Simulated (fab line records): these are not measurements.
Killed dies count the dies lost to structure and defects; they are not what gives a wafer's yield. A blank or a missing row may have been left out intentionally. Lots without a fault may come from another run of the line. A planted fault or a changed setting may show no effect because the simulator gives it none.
Chamber matching	flow nand_harc	3 sister chambers for NHARC_A_SLIT_DEP_25 on pecvd-01
The step deposits SiO2, target thk 200 nm. 3 wafers are shown with their chamber, then 9 later ones without.

## EACH WAFER AND ITS CHAMBER
wafer	chamber	throttle_valve_pct (%)
L075.5	2	16.7
L090.4	1	15.9
L090.5	0	15.8

## WAFERS WHOSE CHAMBER IS MISSING
wafer	throttle_valve_pct (%)
L092.1	15.4
L092.3	15.9
L092.4	15.6
L093.1	16.1
L093.2	15.4
L093.4	15.7
L097.2	16.7
L097.5	16.6
L097.6	16.1

## THE CHAMBER EACH PASSED THROUGH
wafer	from the rows above	in truth
L092.1	can't be placed: 0 or 1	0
L092.3	can't be placed: 1 or 0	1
L092.4	can't be placed: 0 or 1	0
L093.1	can't be placed: 1 or 0 or 2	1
L093.2	can't be placed: 0 or 1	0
L093.4	can't be placed: 0 or 1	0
L097.2	2	2
L097.5	2	2
L097.6	can't be placed: 1 or 0 or 2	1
2 of 9 placed correctly. Cannot be placed on the basis of these rows: 7; the candidates contain the true chamber in 7. Wrongly placed: 0.
How it was worked out, from the rows above alone: a wafer's distance from a chamber is the root of the sum, over the readings, of the square of ((its reading less the chamber's mean) divided by the reading's scatter). The wafer belongs to the nearest chamber; if the next one is less than 2 further off, it can't be placed. Each chamber's mean is taken over the wafers shown for it. The scatter: root of mean squared gap, hidden wafer to nearest shown wafer, with one shown wafer a chamber.
